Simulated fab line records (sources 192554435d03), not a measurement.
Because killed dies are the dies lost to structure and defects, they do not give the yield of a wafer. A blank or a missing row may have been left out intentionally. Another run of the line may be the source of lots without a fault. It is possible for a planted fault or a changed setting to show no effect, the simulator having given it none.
Which of the tools did it? ; flow n5_finfet ; Sampling: 10 lots, 30 wafers, 4 of 1938 route steps

## WHAT THE GAUGES SHOWED, per wafer
N5_FIN_SAQP_CD_MEAS_37: target cd 8 nm. Usual: cd_nm at 8.09 nm, with a standard deviation of 0.29.
lot;measured;on;cd_nm (nm);flag
L283;day 2 14:18;cd_sem-02;8.38 8.02 7.85;
L284;day 2 22:11;cd_sem-03;7.70 8.10 7.83;
L287;day 3 14:10;cd_sem-03;7.86 7.75 8.47;
L289;day 4 04:46;cd_sem-03;7.68 7.81 7.71;
L290;day 4 09:15;cd_sem-03;7.89 8.06 8.48;
L291;day 4 15:44;cd_sem-03;8.23 7.64 8.25;
L300;day 6 20:48;cd_sem-03;8.40 8.20 7.65;
L301;day 7 04:16;cd_sem-03;7.81 7.55 8.32;
L302;day 7 09:24;cd_sem-01;8.08 7.58 8.17;
L304;day 7 19:34;cd_sem-02;8.22 8.14 8.26;

N5_FIN_CUT_INSPECT_17: inspects for defects (brightfield). Usual: raw_defect_count at 223, with a standard deviation of 61.
lot;measured;on;raw_defect_count;flag
L283;day 2 16:41;defect_inspect-01;394 320 257;
L284;day 2 23:54;defect_inspect-02;194 169 222;
L287;day 3 15:46;defect_inspect-02;153 146 279;
L289;day 4 06:41;defect_inspect-01;224 174 198;
L290;day 4 10:56;defect_inspect-01;563 689 624;OFF
L291;day 4 17:20;defect_inspect-01;583 568 588;OFF
L300;day 6 22:47;defect_inspect-02;265 118 102;
L301;day 7 05:44;defect_inspect-02;213 162 195;
L302;day 7 11:44;defect_inspect-01;246 191 242;
L304;day 7 21:02;defect_inspect-01;301 197 288;

## EACH LOT AND THE TOOL THAT RAN IT (in order: tool; ch and the chambers of the sampled wafers; start)
lot;N5_FIN_CUT_STRIP_24;N5_FIN_CUT_CUT_ETCH_26
L283;rie_diel-01 ch 2,3, day 2 15:58;rie_diel-01 ch 2,3, day 2 15:59
L284;rie_diel-01 ch 0,1,2, day 2 23:17;rie_diel-01 ch 0,1,2, day 2 23:19
L287;rie_diel-03 ch 0,1,2, day 3 15:16;rie_diel-03 ch 0,1,2, day 3 15:17
L289;rie_diel-01 ch 0,1,2, day 4 05:56;rie_diel-01 ch 0,1,2, day 4 05:57
L290;rie_diel-01 ch 0,2, day 4 10:21;rie_diel-01 ch 0,2, day 4 10:22
L291;rie_diel-01 ch 0,1,3, day 4 16:50;rie_diel-01 ch 0,1,3, day 4 16:51
L300;rie_diel-06 ch 2,3, day 6 22:14;rie_diel-06 ch 2,3, day 6 22:16
L301;rie_diel-06 ch 0,1,3, day 7 05:14;rie_diel-06 ch 0,1,3, day 7 05:16
L302;rie_diel-01 ch 1,2, day 7 11:04;rie_diel-01 ch 1,2, day 7 11:05
L304;rie_diel-01 ch 0,3, day 7 20:32;rie_diel-01 ch 0,3, day 7 20:34
- N5_FIN_CUT_STRIP_24: strips in CF4.
- N5_FIN_CUT_CUT_ETCH_26: etches SiNx in CH3F/O2, target depth 39 nm, time 55.7 s.

## WHAT THE TOOLS THEMSELVES READ (means of the sampled wafers that have a number; where no wafer has one, the mark that the record gives instead)
N5_FIN_CUT_STRIP_24. Usual: drypump_motor_current_A 5.7 A, standard deviation 0.41; oes_product_au 0.74 a.u., standard deviation 0.042; power_w 300.1 W, standard deviation 0.89; rf_vpp_V 271.2 V, standard deviation 1.6; showerhead_plenum_p_Torr 1.80 Torr, standard deviation 0.063; throttle_valve_pct 13.75 %, standard deviation 0.28.
lot;tool;drypump_motor_current_A (A);oes_product_au (a.u.);power_w (W);rf_vpp_V (V);showerhead_plenum_p_Torr (Torr);throttle_valve_pct (%);flag
L283;rie_diel-01;5.4;0.77;300.5;272.3;1.85;13.68;
L284;rie_diel-01;5.5;0.73;300.0;271.5;1.83;13.79;
L287;rie_diel-03;6.2;0.73;300.3;271.5;1.83;13.85;
L289;rie_diel-01;5.5;0.73;300.2;272.3;1.83;13.82;
L290;rie_diel-01;5.4;0.74;299.8;272.1;1.83;13.69;
L291;rie_diel-01;5.5;0.73;300.3;271.4;1.82;13.93;
L300;rie_diel-06;5.8;0.75;299.7;269.1;1.69;13.53;
L301;rie_diel-06;6.3;0.80;299.7;269.6;1.75;13.30;
L302;rie_diel-01;5.5;0.70;299.4;271.8;1.84;13.91;
L304;rie_diel-01;5.4;0.74;300.9;270.5;1.82;13.97;

N5_FIN_CUT_CUT_ETCH_26. Usual: drypump_motor_current_A 5.7 A, standard deviation 0.4; oes_product_au 0.75 a.u., standard deviation 0.047; rf_vpp_V 295 V, standard deviation 7; showerhead_plenum_p_Torr 2.01 Torr, standard deviation 0.071; throttle_valve_pct 16.55 %, standard deviation 0.25.
lot;tool;drypump_motor_current_A (A);oes_product_au (a.u.);rf_vpp_V (V);showerhead_plenum_p_Torr (Torr);throttle_valve_pct (%);flag
L283;rie_diel-01;5.4;0.77;300;2.07;16.48;
L284;rie_diel-01;5.5;0.74;294;2.05;16.60;
L287;rie_diel-03;6.2;0.74;305;2.03;16.60;
L289;rie_diel-01;5.5;0.72;296;2.05;16.62;
L290;rie_diel-01;5.4;0.73;298;2.06;16.51;
L291;rie_diel-01;5.5;0.74;293;2.03;16.69;
L300;rie_diel-06;5.8;0.76;289;1.90;16.37;
L301;rie_diel-06;6.3;0.82;290;1.97;16.16;
L302;rie_diel-01;5.5;0.71;297;2.07;16.70;
L304;rie_diel-01;5.4;0.75;293;2.00;16.68;

## THE ANSWER, worked out from the rows above alone
Rule: a lot is off if the mean of its wafers that have a number lies more than 3 standard deviations from the usual mean. A lot without any number at a reading at which 4 lots or more have one is off too. The other lots that the step has rows for count as sound. The gauges are gone through in route order, then the tools' own readings, and for those a lot's mean is taken as printed above. At the first step where some lot is off, the reading lying furthest off is the one used; lots without a number count as furthest.
Off at N5_FIN_CUT_INSPECT_17 (raw_defect_count): L290, L291.
A tool fits if, at a process step before that reading, it ran every lot that is off, and no sound lot after the first of them. The gauges at N5_FIN_CUT_INSPECT_17 are tried like those tools. Not one of the candidates tried fits.

## WHAT THE SIMULATOR HAD INSERTED
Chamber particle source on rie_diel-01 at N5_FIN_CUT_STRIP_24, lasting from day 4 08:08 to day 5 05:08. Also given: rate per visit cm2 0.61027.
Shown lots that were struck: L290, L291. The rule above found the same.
